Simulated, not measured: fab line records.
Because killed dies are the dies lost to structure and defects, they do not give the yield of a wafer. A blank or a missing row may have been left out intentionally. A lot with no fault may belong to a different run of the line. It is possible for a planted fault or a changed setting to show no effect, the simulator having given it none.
Which tool did it? ; flow nand_harc ; 12 lots, 36 wafers sampled, at 4 steps of a route of 1302

WHAT THE GAUGES READ, wafer by wafer
NHARC_P_GATE_CD_MEAS_33. Usual: cd_nm 120.3 nm, standard deviation 2.
lot;measured;on;cd_nm (nm);flag
L729;day 5 06:16;cd_sem-02;119.1 118.9 120.8;
L730;day 5 10:52;cd_sem-01;120.8 119.4 118.1;
L733;day 7 01:20;cd_sem-03;121.7 121.4 120.6;
L734;day 7 03:59;cd_sem-03;124.1 124.9 125.1;
L737;day 8 14:41;cd_sem-01;121.4 120.6 121.7;
L742;day 10 11:34;cd_sem-02;122.1 123.9 124.1;
L743;day 11 02:58;cd_sem-02;119.2 118.9 117.0;
L748;day 13 06:57;cd_sem-03;122.0 120.6 120.7;
L750;day 13 17:34;cd_sem-01;120.0 117.4 118.0;
L749;day 13 18:11;cd_sem-02;122.7 121.1 119.2;
L751;day 14 04:04;cd_sem-02;119.5 119.6 116.0;
L752;day 14 18:19;cd_sem-03;117.7 122.1 121.8;

WHICH TOOL RAN EACH LOT (tool, then ch and the chambers of the sampled wafers, then the start)
lot;NHARC_P_GATE_SOFTBAKE_21;NHARC_P_GATE_DESCUM_31;NHARC_P_GATE_HM_OPEN_105
L729;litho_track-06 ch 0, day 5 05:00;rie_diel-04 ch 0,2,3, day 5 05:28;rie_diel-04 ch 1,3, day 5 06:16 or earlier
L730;litho_track-01 ch 0, day 5 09:00;rie_diel-04 ch 0,1, day 5 10:04;rie_diel-04 ch 0,2,3, day 5 10:52 or earlier
L733;litho_track-04 ch 0, day 6 23:00;rie_diel-04 ch 1,2, day 7 00:04;rie_diel-04 ch 0,3, day 7 01:20 or earlier
L734;litho_track-04 ch 0, day 7 02:00;rie_diel-04 ch 0,1,3, day 7 03:13;rie_diel-04 ch 2,3, day 7 03:59 or earlier
L737;litho_track-01 ch 0, day 8 13:00;rie_diel-07 ch 0,1,2, day 8 13:55;rie_diel-07 ch 0,2,3, day 8 14:41 or earlier
L742;litho_track-01 ch 0, day 10 10:00;rie_diel-07 ch 1,2, day 10 10:46;rie_diel-07 ch 2,3, day 10 11:34 or earlier
L743;litho_track-01 ch 0, day 11 01:00;rie_diel-07 ch 0,1,2, day 11 02:11;rie_diel-07 ch 0,1,2, day 11 02:58 or earlier
L748;litho_track-04 ch 0, day 13 05:00;rie_diel-09 ch 0,1, day 13 06:10;rie_diel-09 ch 0,2,3, day 13 06:57 or earlier
L750;litho_track-06 ch 0, day 13 16:00;rie_diel-07 ch 0,2,3, day 13 16:44;rie_diel-07 ch 1,2,3, day 13 17:34 or earlier
L749;litho_track-01 ch 0, day 13 16:00;rie_diel-07 ch 0,2, day 13 17:22;rie_diel-07 ch 0,1,2, day 13 18:11 or earlier
L751;litho_track-01 ch 0, day 14 02:00;rie_diel-07 ch 0,1, day 14 03:17;rie_diel-07 ch 1,2,3, day 14 04:04 or earlier
L752;litho_track-01 ch 0, day 14 17:00;rie_diel-09 ch 0,1,3, day 14 17:31;rie_diel-09 ch 1,2,3, day 14 18:19 or earlier
- NHARC_P_GATE_SOFTBAKE_21: time 55 s.
- NHARC_P_GATE_DESCUM_31: chemistry O2, time 3 s.
- NHARC_P_GATE_HM_OPEN_105: chemistry O2/COS, target depth 360 nm.

AS READ BY THE TOOLS THEMSELVES (means over the sampled wafers that have a number; for cases with no such wafer, the mark the record gives instead)
NHARC_P_GATE_SOFTBAKE_21. Usual: heater_power_total_W 188.46 W, standard deviation 0.14.
lot;tool;heater_power_total_W (W);flag
L729;litho_track-06;188.56;
L730;litho_track-01;188.45;
L733;litho_track-04;188.48;
L734;litho_track-04;188.40;
L737;litho_track-01;188.35;
L742;litho_track-01;213.91;OFF
L743;litho_track-01;213.93;OFF
L748;litho_track-04;188.46;
L750;litho_track-06;188.54;
L749;litho_track-01;188.52;
L751;litho_track-01;188.45;
L752;litho_track-01;188.53;

NHARC_P_GATE_DESCUM_31. Usual: drypump_motor_current_A 5.5 A, standard deviation 0.31; oes_product_au 0.996 a.u., standard deviation 0.0074; rf_vpp_V 57.7 V, standard deviation 0.82; showerhead_plenum_p_Torr 1.93 Torr, standard deviation 0.073; throttle_valve_pct 11.312 %, standard deviation 0.0096.
lot;tool;drypump_motor_current_A (A);oes_product_au (a.u.);rf_vpp_V (V);showerhead_plenum_p_Torr (Torr);throttle_valve_pct (%);flag
L729;rie_diel-04;5.6;0.997;57.6;1.94;11.315;
L730;rie_diel-04;5.8;0.995;57.6;1.96;11.302;
L733;rie_diel-04;5.7;0.995;57.6;1.97;11.318;
L734;rie_diel-04;5.7;0.991;58.4;1.96;11.315;
L737;rie_diel-07;5.4;0.998;58.3;1.93;11.313;
L742;rie_diel-07;5.2;0.992;58.0;1.93;11.317;
L743;rie_diel-07;5.4;0.994;57.9;1.93;11.313;
L748;rie_diel-09;5.8;0.998;57.2;1.82;11.312;
L750;rie_diel-07;5.3;1.000;57.3;1.98;11.307;
L749;rie_diel-07;5.3;0.992;57.9;1.98;11.305;
L751;rie_diel-07;5.5;1.003;58.1;1.92;11.314;
L752;rie_diel-09;6.0;1.003;57.8;1.81;11.326;

NHARC_P_GATE_HM_OPEN_105. Usual: drypump_motor_current_A 5.5 A, standard deviation 0.33; oes_product_au 0.996 a.u., standard deviation 0.0089; rf_vpp_V 467.5 V, standard deviation 2.5; showerhead_plenum_p_Torr 3.14 Torr, standard deviation 0.11; throttle_valve_pct 28.330 %, standard deviation 0.0089.
lot;tool;drypump_motor_current_A (A);oes_product_au (a.u.);rf_vpp_V (V);showerhead_plenum_p_Torr (Torr);throttle_valve_pct (%);flag
L729;rie_diel-04;5.6;0.994;469.2;3.23;28.328;
L730;rie_diel-04;5.6;0.994;468.0;3.15;28.331;
L733;rie_diel-04;5.6;0.988;468.2;3.18;28.335;
L734;rie_diel-04;5.5;0.990;468.2;3.19;28.326;
L737;rie_diel-07;5.3;0.988;468.9;3.23;28.331;
L742;rie_diel-07;5.1;0.988;469.6;3.24;28.325;
L743;rie_diel-07;5.4;0.989;467.4;3.15;28.328;
L748;rie_diel-09;6.0;1.014;462.5;2.94;28.333;
L750;rie_diel-07;5.2;0.996;467.7;3.15;28.339;
L749;rie_diel-07;5.4;0.999;467.9;3.14;28.338;
L751;rie_diel-07;5.2;1.000;467.2;3.15;28.331;
L752;rie_diel-09;6.0;1.003;464.1;2.97;28.331;

THE ANSWER, worked out from the rows above alone
Rule: a lot counts as off when the mean over its wafers that have a number is more than 3 standard deviations away from the usual mean. A lot without any number at a reading at which 4 lots or more have one is off too. The other lots that the step has rows for count as sound. After the gauges, taken in route order, come the tools' own readings; for these a lot's mean is taken, as printed above. The first step at which some lot is off is used, and at that step the reading that is off furthest; a lot without a number counts as furthest.
Off: L742, L743 (NHARC_P_GATE_SOFTBAKE_21, heater_power_total_W).
If a tool, at that step or one of the process steps before it, ran each lot that is off and ran no sound lot following the first of them, it fits. Not one of the candidates tried fits.

WHAT HAD BEEN PUT IN BY THE SIMULATOR
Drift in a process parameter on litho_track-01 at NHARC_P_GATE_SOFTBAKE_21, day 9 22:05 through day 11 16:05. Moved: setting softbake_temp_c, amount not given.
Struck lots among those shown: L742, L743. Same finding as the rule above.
